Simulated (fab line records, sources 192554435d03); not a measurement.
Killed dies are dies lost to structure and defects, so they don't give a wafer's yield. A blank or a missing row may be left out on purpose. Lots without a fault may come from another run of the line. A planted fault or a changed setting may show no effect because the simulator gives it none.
fab line records | flow n5_finfet
record lots=14 wafers=42 last_day=18
route steps=1938 shown HKMG_FIN@448 GATE_CUT@465 BEOL_M4@1111
lots that met no fault: from a run of the same line without faults
start_h: hours from the record's first day to the start of the lot's first wafer shown | wait_h: hours since the lot's step before | " the same as in the row above | L1.1+2: a row that stands for several wafers | - no value, or no start given | * or withheld: withheld | < > ~ a bound
route shown NAME@n: a module of which the file shows steps, and the number in the route of the first | usual: mean/standard deviation of fault-free wafers | same: alike in all rows | chamber/n: place in a boat | sites: the reading at each site | _std_site: their standard deviation | _edge_site: outer sites' mean less inner sites' | radius_mm: how far each site lies from the wafer's centre | mask NAME#n: copy n | behind: the tool/chamber that last shaped the wafer | hold: why the lot was held/for how many hours/how that ended | device: the transistor (n, p or np) that didn't switch | end of line: the same wafers' tests at the end of the route | a step without rows: its recipe alone | killed: dies lost to structure and defects at the first sort, not the wafer's yield | map: a wafer's dies, x killed, . not, _ none there
set.NAME: the setting as run; set.NAME@STEP: as run at that earlier step | model.NAME: the simulator's own value behind a step, which no gauge read
steps of the route over a sample of lots; a table a step, a row a wafer
services: from which hour (start_h, from the record's first day; less than 0 if before it) a tool's chamber was out of use, for how many hours, and why
## steps
# step N5_HKMG_FIN_NWFM_ALD_20
# recipe material=TiAlC target_thk_a=20 temp_c=300 ald_precursor_family=TiCl4 ald_co_reactant=TEA pulse_time_s=3 purge_time_s=2 co_reactant_purge_time_s=2 co_reactant_pulse_time_s=10 ald_cycles=7 pressure_torr=3
# usual heater_power_w=475/48 precursor_pulse_height_rel=1.001/0.018
# columns lot.wafer tool chamber start_h wait_h heater_power_w precursor_pulse_height_rel
L875.2 ald_metal-04 1 81.37 0.3 493 0.999
L875.4 " 0 " " 563 1.006
L875.6 " 0 " " 550 1.004
L877.3 ald_metal-04 2 94.12 0.1 396 1.027
L877.5 " 3 " " 545 1.001
L877.6 " 0 " " 565 1.004
L880.1 ald_metal-02 3 111.54 0.3 434 0.999
L880.3 " 0 " " 472 1.000
L880.4 " 1 " " 455 0.996
L881.2 ald_metal-04 1 114.05 0.3 490 1.029
L881.3 " 2 " " 407 1.005
L881.6 " 3 " " 529 1.013
L882.3 ald_metal-01 0 121.15 0.1 476 0.997
L882.5 " 1 " " 430 0.983
L882.6 " 2 " " 427 1.010
L883.4 ald_metal-04 0 126.90 0.1 544 0.985
L883.5 " 3 " " 551 1.020
L883.6 " 0 " " 541 1.003
L884.4 ald_metal-01 2 132.10 0.1 442 0.980
L884.5 " 0 " " 492 1.042
L884.6 " 1 " " 430 1.014
L886.2 ald_metal-04 2 142.44 0.3 398 1.007
L886.3 " 0 " " 568 0.980
L886.5 " 3 " " 543 0.998
L887.1 ald_metal-01 0 147.47 0.3 479 0.986
L887.3 " 2 " " 447 0.989
L887.5 " 0 " " 466 1.008
L888.1 ald_metal-01 1 157.04 0.3 444 1.024
L888.3 " 3 " " 500 0.992
L888.6 " 1 " " 434 0.999
L893.2 ald_metal-04 1 185.75 0.3 504 0.987
L893.3 " 3 " " 534 0.980
L893.6 " 3 " " 532 0.996
L894.2 ald_metal-02 3 193.01 0.3 425 0.986
L894.3 " 0 " " 490 0.985
L894.5 " 1 " " 453 0.980
L897.1 ald_metal-02 3 211.21 0.3 436 1.002
L897.2 " 0 " " 476 0.969
L897.5 " 0 " " 479 1.023
L898.2 ald_metal-01 0 217.18 0.3 467 1.005
L898.3 " 3 " " 506 1.007
L898.5 " 3 " " 476 1.016
# step N5_GATE_CUT_ETCHBACK_00
# recipe chemistry=SF6/Cl2 target=W pressure_mtorr=8 icp_w=900 bias_w=80 SF6_flow_sccm=40 Cl2_flow_sccm=60
# usual SF6_flow_sccm=40.01/0.12 drypump_motor_current_A=6.0/0.37 oes_product_au=0.81/0.093 throttle_valve_pct=27.45/0.25
# columns lot.wafer tool chamber start_h wait_h SF6_flow_sccm drypump_motor_current_A oes_product_au rf_hours_counter_h throttle_valve_pct
L875.2 rie_metal-01 0 83.85 0.0 39.94 5.3 0.80 31 27.15
L875.4 " 0 " " 40.16 5.3 0.80 - 27.15
L875.6 " 1 " " 39.92 6.2 0.85 - 27.77
L877.3 rie_metal-03 0 96.62 0.1 39.99 6.3 0.85 - 27.28
L877.5 " 1 " " 40.00 6.1 0.64 - 27.29
L877.6 " 0 " " 39.92 6.3 0.85 - 27.29
L880.1 rie_metal-02 1 114.01 0.0 39.95 6.2 0.95 1 27.71
L880.3 " 1 " " 39.90 6.2 0.95 - 27.70
L880.4 " 0 " " 39.74 6.1 0.92 - 27.42
L881.2 rie_metal-01 1 116.60 0.0 40.13 6.1 0.82 25 27.80
L881.3 " 1 " " 40.05 6.1 0.82 - 27.80
L881.6 " 0 " " 39.80 5.3 0.78 - 27.17
L882.3 rie_metal-01 1 123.72 0.1 40.07 6.1 0.82 - 27.81
L882.5 " 0 " " 40.07 5.3 0.79 - 27.16
L882.6 " 1 " " 40.10 6.1 0.83 - 27.82
L883.4 rie_metal-01 0 129.68 0.1 39.97 5.3 0.79 - 27.17
L883.5 " 1 " " 40.09 6.1 0.82 - 27.79
L883.6 " 0 " " 40.11 5.3 0.78 - 27.18
L884.4 rie_metal-02 0 134.73 0.1 40.11 6.1 0.91 - 27.42
L884.5 " 1 " " 39.98 6.2 0.94 - 27.70
L884.6 " 0 " " 40.13 6.1 0.91 - 27.43
L886.2 rie_metal-01 0 145.00 0.0 40.10 5.3 0.79 37 27.18
L886.3 " 1 " " 40.02 6.1 0.83 - 27.80
L886.5 " 0 " " 40.21 5.3 0.79 - 27.16
L887.1 rie_metal-02 0 149.95 0.0 40.16 6.1 0.90 8 27.43
L887.3 " 1 " " 40.18 6.2 0.91 - 27.69
L887.5 " 0 " " 40.14 6.1 0.90 - 27.43
L888.1 rie_metal-03 1 159.56 0.0 40.12 6.1 0.61 114 27.31
L888.3 " 1 " " 40.13 6.1 0.61 - 27.30
L888.6 " 0 " " 39.85 6.2 0.83 - 27.31
L893.2 rie_metal-03 1 188.21 0.0 40.07 6.1 0.62 117 27.29
L893.3 " 0 " " 40.18 6.3 0.81 - 27.32
L893.6 " 1 " " 40.13 6.1 0.62 - 27.31
L894.2 rie_metal-03 1 195.68 0.0 40.03 6.1 0.62 117 27.30
L894.3 " 1 " " 40.22 6.0 0.62 - 27.29
L894.5 " 0 " " 40.00 6.3 0.82 - 27.31
L897.1 rie_metal-01 0 213.72 0.0 39.98 5.3 0.78 41 27.17
L897.2 " 1 " " 39.84 6.1 0.80 35 27.82
L897.5 " 1 " " 39.91 6.1 0.81 - 27.81
L898.2 rie_metal-01 1 219.64 0.0 40.09 6.2 0.80 35 27.81
L898.3 " 1 " " 40.06 6.1 0.80 - 27.82
L898.5 " 0 " " 40.02 5.3 0.77 - 27.18
# step N5_GATE_CUT_EXPOSE_10
# recipe mask_id=GATE_CUT na=0.33 source_shape=annular sigma_inner=0.35 sigma_outer=0.8 polarization=unpolarized target_cd_nm=20 dose_mj=43.25
# usual exposure_dose_mJ_cm2=43.15/0.047 stage_msd_nm=0.86/0.05
# columns lot.wafer tool chamber start_h wait_h mask exposure_dose_mJ_cm2 stage_msd_nm
L875.2 euv_scanner-02 0 87.68 - GATE_CUT#0 43.20 0.90
L875.4 " 0 " " GATE_CUT#0 43.21 0.89
L875.6 " 0 " " GATE_CUT#0 43.19 0.90
L877.3 euv_scanner-02 0 100.01 - GATE_CUT#0 43.09 0.90
L877.5 " 0 " " GATE_CUT#0 43.14 0.90
L877.6 " 0 " " GATE_CUT#0 43.16 0.90
L880.1 euv_scanner-02 0 117.42 - GATE_CUT#0 43.18 0.90
L880.3 " 0 " " GATE_CUT#0 43.18 0.90
L880.4 " 0 " " GATE_CUT#0 43.17 0.90
L881.2 euv_scanner-02 0 120.12 - GATE_CUT#0 43.16 0.90
L881.3 " 0 " " GATE_CUT#0 43.15 0.90
L881.6 " 0 " " GATE_CUT#0 43.17 0.90
L882.3 euv_scanner-01 0 127.24 - GATE_CUT#0 43.08 0.80
L882.5 " 0 " " GATE_CUT#0 43.13 0.80
L882.6 " 0 " " GATE_CUT#0 43.09 0.80
L883.4 euv_scanner-01 0 133.12 - GATE_CUT#0 43.07 0.80
L883.5 " 0 " " GATE_CUT#0 43.06 0.80
L883.6 " 0 " " GATE_CUT#0 43.10 0.80
L884.4 euv_scanner-02 0 138.46 - GATE_CUT#0 43.11 0.90
L884.5 " 0 " " GATE_CUT#0 43.17 0.90
L884.6 " 0 " " GATE_CUT#0 43.15 0.90
L886.2 euv_scanner-01 0 148.56 - GATE_CUT#0 43.11 0.80
L886.3 " 0 " " GATE_CUT#0 43.13 0.79
L886.5 " 0 " " GATE_CUT#0 43.09 0.80
L887.1 euv_scanner-01 0 153.36 - GATE_CUT#0 43.20 0.80
L887.3 " 0 " " GATE_CUT#0 43.22 0.80
L887.5 " 0 " " GATE_CUT#0 43.21 0.80
L888.1 euv_scanner-02 0 163.11 - GATE_CUT#0 43.18 0.90
L888.3 " 0 " " GATE_CUT#0 43.16 0.90
L888.6 " 0 " " GATE_CUT#0 43.16 0.90
L893.2 euv_scanner-01 0 192.26 - GATE_CUT#0 43.82 0.79
L893.3 " 0 " " GATE_CUT#0 43.80 0.79
L893.6 " 0 " " GATE_CUT#0 43.83 0.79
L894.2 euv_scanner-01 0 199.10 - GATE_CUT#0 44.30 0.79
L894.3 " 0 " " GATE_CUT#0 44.35 0.79
L894.5 " 0 " " GATE_CUT#0 44.36 0.79
L897.1 euv_scanner-02 0 217.18 - GATE_CUT#0 43.17 0.89
L897.2 " 0 " " GATE_CUT#0 43.16 0.89
L897.5 " 0 " " GATE_CUT#0 43.19 0.89
L898.2 euv_scanner-02 0 223.37 - GATE_CUT#0 43.18 0.89
L898.3 " 0 " " GATE_CUT#0 43.14 0.89
L898.5 " 0 " " GATE_CUT#0 43.14 0.89
# step N5_GATE_CUT_CD_MEAS_13
# recipe target_cd_nm=20 landing_energy_ev=500 detector=se_inlens
# usual cd_nm=19.95/0.25
# columns lot.wafer tool chamber start_h wait_h cd_nm
L875.2 cd_sem-02 0 87.81 - 19.58
L875.4 " 0 " " 20.12
L875.6 " 0 " " 20.22
L877.3 cd_sem-03 0 100.13 - 19.86
L877.5 " 0 " " 19.96
L877.6 " 0 " " 20.26
L880.1 cd_sem-03 0 117.55 - 19.66
L880.3 " 0 " " 20.28
L880.4 " 0 " " 19.70
L881.2 cd_sem-03 0 120.25 - 20.08
L881.3 " 0 " " 19.92
L881.6 " 0 " " 20.32
L882.3 cd_sem-02 0 127.36 - 19.83
L882.5 " 0 " " 20.01
L882.6 " 0 " " 19.52
L883.4 cd_sem-01 0 133.23 - 20.12
L883.5 " 0 " " 20.33
L883.6 " 0 " " 19.91
L884.4 cd_sem-03 0 138.57 - 19.96
L884.5 " 0 " " 19.80
L884.6 " 0 " " 20.36
L886.2 cd_sem-03 0 148.69 - 20.14
L886.3 " 0 " " 20.00
L886.5 " 0 " " 19.52
L887.1 cd_sem-03 0 153.49 - 19.68
L887.3 " 0 " " 19.99
L887.5 " 0 " " 19.70
L888.1 cd_sem-01 0 163.24 - 19.82
L888.3 " 0 " " 19.75
L888.6 " 0 " " 19.84
L893.2 cd_sem-02 0 192.38 - 18.64
L893.3 " 0 " " 18.47
L893.6 " 0 " " 19.21
L894.2 cd_sem-02 0 199.22 - 19.24
L894.3 " 0 " " 19.08
L894.5 " 0 " " 19.46
L897.1 cd_sem-03 0 217.32 - 20.20
L897.2 " 0 " " 19.98
L897.5 " 0 " " 19.64
L898.2 cd_sem-02 0 223.50 - 19.84
L898.3 " 0 " " 19.79
L898.5 " 0 " " 20.01
# step N5_GATE_CUT_ETCH_37
# recipe chemistry=N2/H2 target=SOC target_depth_a=600 overetch_a=120 mask_material=SiARC temp_c=40 time_s=90 ion_energy_ev=200 pressure_mtorr=30 source_w=840 bias_w=150 n2_flow_sccm=200 h2_flow_sccm=200
# usual drypump_motor_current_A=5.7/0.41 oes_product_au=0.68/0.066 rf_vpp_V=523.7/2.6 showerhead_plenum_p_Torr=2.54/0.092 throttle_valve_pct=17.91/0.21
# columns lot.wafer tool chamber start_h wait_h drypump_motor_current_A oes_product_au rf_hours_counter_h rf_vpp_V showerhead_plenum_p_Torr throttle_valve_pct
L875.2 rie_diel-03 3 88.01 0.0 5.5 0.66 156 527.5 2.66 17.78
L875.4 " 1 " " 5.7 0.71 114 524.1 2.55 17.54
L875.6 " 3 " " 5.5 0.66 - 525.9 2.66 17.78
L877.3 rie_diel-03 0 100.33 0.0 5.9 0.80 29 521.4 2.48 17.56
L877.5 " 3 " " 5.5 0.66 - 525.7 2.65 17.79
L877.6 " 2 " " 6.1 0.70 - 521.2 2.46 17.93
L880.1 rie_diel-02 0 117.79 0.0 5.7 0.62 234 525.9 2.63 18.15
L880.3 " 2 " " 5.8 0.70 119 524.1 2.56 18.10
L880.4 " 1 " " 6.3 0.61 228 522.8 2.50 17.76
L881.2 rie_diel-02 1 120.74 0.0 6.4 0.61 229 523.8 2.50 17.76
L881.3 " 0 " " 5.7 0.61 235 525.4 2.63 18.14
L881.6 " 2 " " 5.9 0.70 - 523.8 2.56 18.08
L882.3 rie_diel-04 0 127.62 0.0 5.5 0.65 204 520.5 2.42 18.11
L882.5 " 0 " " 5.5 0.64 - 519.4 2.42 18.12
L882.6 " 1 " " 5.2 0.62 - 525.5 2.63 18.07
L883.4 rie_diel-02 2 133.43 0.0 5.9 0.70 124 524.7 2.56 18.11
L883.5 " 2 " " 5.9 0.70 - 523.1 2.56 18.09
L883.6 " 3 " " 4.9 0.66 - 521.6 2.42 18.09
L884.4 rie_diel-04 0 138.77 0.0 5.5 0.64 208 520.7 2.42 18.12
L884.5 " 0 " " 5.5 0.64 - 520.7 2.42 18.12
L884.6 " 1 " " 5.2 0.62 - 527.4 2.63 18.07
L886.2 rie_diel-02 3 148.89 0.0 4.9 0.66 192 519.6 2.42 18.09
L886.3 " 0 " " 5.7 0.61 244 525.8 2.63 18.15
L886.5 " 2 " " 5.8 0.69 - 523.8 2.55 18.10
L887.1 rie_diel-04 0 153.91 0.0 5.5 0.64 213 521.2 2.41 18.12
L887.3 " 3 " " 6.3 0.78 41 527.5 2.70 17.88
L887.5 " 3 " " 6.3 0.78 - 528.3 2.70 17.87
L888.1 rie_diel-04 1 163.47 0.0 5.2 0.61 232 526.8 2.62 18.09
L888.3 " 2 " " 5.8 0.67 160 524.8 2.53 17.70
L888.6 " 1 " " 5.2 0.61 - 526.2 2.62 18.08
L893.2 rie_diel-04 2 192.59 0.0 5.8 0.66 167 524.2 2.53 17.72
L893.3 " 1 " " 5.2 0.61 240 524.4 2.62 18.11
L893.6 " 3 " " 6.3 0.77 - 529.2 2.70 17.89
L894.2 rie_diel-02 3 199.43 0.0 4.9 0.65 209 521.5 2.41 18.13
L894.3 " 0 " " 5.7 0.88 2 523.5 2.62 17.71
L894.5 " 0 " " 5.7 0.89 - 524.9 2.62 17.73
L897.1 rie_diel-03 0 217.60 0.0 5.9 0.76 64 522.9 2.46 17.61
L897.2 " 3 " " 5.5 0.63 195 528.2 2.64 17.85
L897.5 " 1 " " 5.7 0.69 - 524.1 2.54 17.60
L898.2 rie_diel-02 0 223.70 0.0 5.7 0.84 11 525.5 2.62 17.71
L898.3 " 3 " " 4.9 0.65 218 520.1 2.40 18.15
L898.5 " 2 " " 5.9 0.67 - 524.1 2.54 18.17
# step N5_BEOL_M4_RC_MEAS_101
# usual DIBL_N=36.0/1.8 DIBL_P=36.3/2.4 IOFF_N=0.16/0.035 IOFF_P=0.21/0.036 ION_N=673/13 ION_P=461/7.2 SS_N=71.4/0.6 SS_P=73.2/0.7 VT_N=250/4 VT_P=-250.9/2.9
# columns lot.wafer tool chamber start_h wait_h DIBL_N[mV/V] DIBL_P[mV/V] IOFF_N[nA/um] IOFF_P[nA/um] ION_N[uA/um] ION_P[uA/um] SS_N[mV/dec] SS_P[mV/dec] VT_N[mV] VT_P[mV]
L875.2 prober-01 0 159.93 0.2 40.9 41.0 0.27 0.32 695 472 72.0 74.4 240 -242.9
L875.4 " 0 " " 39.8 39.5 0.23 0.29 695 474 72.1 74.1 245 -243.5
L875.6 " 0 " " 36.5 35.0 0.16 0.23 669 465 71.2 72.4 252 -247.3
L877.3 prober-01 0 191.50 0.3 36.3 37.4 0.17 0.21 683 462 71.5 73.8 248 -249.2
L877.5 " 0 " " 35.8 37.5 0.16 0.22 672 468 70.7 72.9 250 -247.8
L877.6 " 0 " " 38.5 40.0 0.23 0.26 702 475 71.8 73.9 245 -246.1
L881.2 prober-01 0 215.20 0.2 35.3 37.0 0.15 0.20 675 464 71.0 73.5 249 -252.4
L881.3 " 0 " " 35.7 36.7 0.15 0.20 666 459 71.3 73.3 253 -251.4
L881.6 " 0 " " 32.9 34.1 0.11 0.16 668 465 71.0 72.7 255 -253.0
L880.1 prober-02 0 218.00 0.0 32.7 32.6 0.10 0.14 643 446 70.0 71.9 259 -257.7
L880.3 " 0 " " 34.2 34.1 0.12 0.16 663 453 71.5 72.7 255 -254.1
L880.4 " 0 " " 35.7 37.3 0.15 0.20 692 471 71.5 73.3 248 -249.6
L883.4 prober-01 0 221.29 0.5 37.1 38.9 0.18 0.20 690 466 70.7 73.9 244 -253.0
L883.5 " 0 " " 38.0 39.6 0.18 0.22 681 464 71.6 74.2 247 -252.3
L883.6 " 0 " " 40.5 43.6 0.26 0.29 697 464 72.0 74.2 242 -248.7
L882.3 prober-02 0 223.76 0.3 36.7 37.7 0.18 0.24 675 466 71.9 74.2 250 -244.6
L882.5 " 0 " " 36.1 36.2 0.16 0.20 673 461 71.7 74.1 252 -250.6
L882.6 " 0 " " 37.2 37.3 0.17 0.22 670 464 72.3 74.1 252 -246.3
L886.2 prober-01 0 227.39 0.2 35.3 35.9 0.13 0.21 668 464 70.6 73.9 255 -250.9
L886.3 " 0 " " 34.6 35.0 0.13 0.19 673 473 70.6 73.0 253 -252.9
L886.5 " 0 " " 32.8 32.3 0.10 0.15 657 458 70.4 71.3 259 -252.3
L884.4 prober-01 0 242.86 0.5 36.3 36.1 0.17 0.20 683 464 71.6 73.7 247 -252.8
L884.5 " 0 " " 36.3 36.3 0.16 0.20 686 464 71.9 73.7 249 -252.5
L884.6 " 0 " " 39.2 39.5 0.24 0.26 691 459 72.2 74.0 244 -249.3
L887.1 prober-01 0 248.08 0.0 35.0 33.1 0.12 0.16 660 450 70.9 73.1 254 -254.4
L887.3 " 0 " " 38.4 38.1 0.20 0.23 671 455 72.2 73.1 248 -248.3
L887.5 " 0 " " 38.7 39.4 0.20 0.25 673 459 71.8 74.1 248 -248.3
L888.1 prober-01 0 250.12 0.0 35.5 34.8 0.15 0.20 685 470 71.1 72.8 250 -249.7
L888.3 " 0 " " 33.3 33.1 0.12 0.18 669 456 70.8 72.4 252 -249.3
L888.6 " 0 " " 35.3 34.6 0.15 0.19 677 462 70.9 72.5 251 -251.7
L894.2 prober-01 0 281.36 0.2 39.2 40.2 0.21 0.26 685 468 71.6 74.1 246 -249.3
L894.3 " 0 " " 34.6 35.4 0.13 0.18 673 462 71.3 73.0 254 -252.8
L894.5 " 0 " " 35.4 35.4 0.13 0.19 662 455 71.5 73.3 254 -252.0
L893.2 prober-01 0 286.77 0.2 37.1 38.5 0.16 0.23 678 465 71.7 73.3 251 -248.7
L893.3 " 0 " " 35.1 35.2 0.12 0.20 664 463 71.3 72.1 257 -251.2
L893.6 " 0 " " 37.7 38.7 0.17 0.24 680 470 71.9 73.4 250 -249.4
L898.2 prober-01 0 318.44 0.2 37.2 37.1 0.16 0.21 673 457 71.4 73.4 250 -252.4
L898.3 " 0 " " 37.9 36.6 0.16 0.21 681 461 72.1 74.0 250 -252.9
L898.5 " 0 " " 39.3 38.0 0.20 0.25 687 464 72.2 73.7 247 -246.7
L897.1 prober-02 0 319.72 0.0 37.5 39.3 0.18 0.24 691 475 71.0 73.8 246 -246.5
L897.2 " 0 " " 37.7 39.7 0.18 0.25 680 471 72.0 74.1 247 -247.2
L897.5 " 0 " " 36.6 38.0 0.16 0.23 685 474 71.1 73.4 246 -248.1
## services
# columns tool chamber start_h hours kind
rie_metal-02 1 60.30 4.0 repair
rie_diel-02 3 67.77 16.2 repair
euv_scanner-02 - 86.13 1.0 pm
euv_scanner-01 - 87.81 2.1 repair
euv_scanner-01 - 92.98 1.0 pm
ald_metal-01 - 111.61 2.8 pm
euv_scanner-01 - 112.61 12.0 pm
rie_diel-04 3 116.29 12.9 repair
euv_scanner-01 - 139.76 4.6 pm
euv_scanner-02 - 144.38 1.0 pm
euv_scanner-01 - 149.13 1.0 pm
rie_metal-01 0 155.40 25.5 repair
rie_metal-03 - 162.48 0.4 repair
ald_metal-01 1 165.80 31.0 repair
rie_diel-04 0 176.83 7.2 repair
rie_metal-03 - 177.06 1.4 pm
euv_scanner-02 - 179.90 17.3 pm
ald_metal-04 0 182.77 30.8 repair
ald_metal-04 2 188.80 22.7 repair
ald_metal-04 3 197.15 26.5 repair
euv_scanner-02 - 197.20 4.6 pm
rie_diel-04 0 204.06 8.8 repair
euv_scanner-01 - 204.46 12.0 pm
euv_scanner-01 - 216.46 1.0 pm
## key
first_sign step=N5_GATE_CUT_EXPOSE_10 reading=exposure_dose_mJ_cm2 direction=up sigmas=20 usual=43.15 struck=44.08
effect step=N5_GATE_CUT_CD_MEAS_13 reading=cd_nm direction=down sigmas=3.8 usual=19.95 struck=19.02 wafers_moved=5 through=control_loop
met_at N5_GATE_CUT_EXPOSE_10
struck_lots L893,L894
sort_left_out L893.2,L893.3,L893.6,L894.2,L894.3,L894.5
loop_trim step=N5_GATE_CUT_EXPOSE_10 setting=dose lots=L893,L894
not_acting_at N5_HKMG_FIN_NWFM_ALD_20,N5_GATE_CUT_ETCHBACK_00,N5_GATE_CUT_ETCH_37
onset_between 153.36 192.26
fault kind=process_parameter_drift tool=euv_scanner-01 chamber=- onset_h=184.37 steps=N5_GATE_CUT_EXPOSE_10 channel=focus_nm offset=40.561 spread_by_wafer=0.3 shape=step end_h=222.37
# sort_left_out: the simulated sort isn't trusted on such a fault, so these wafers' sort isn't shown, and their yield isn't known
# loop_trim: a control loop set the setting to another value than it would have without faults
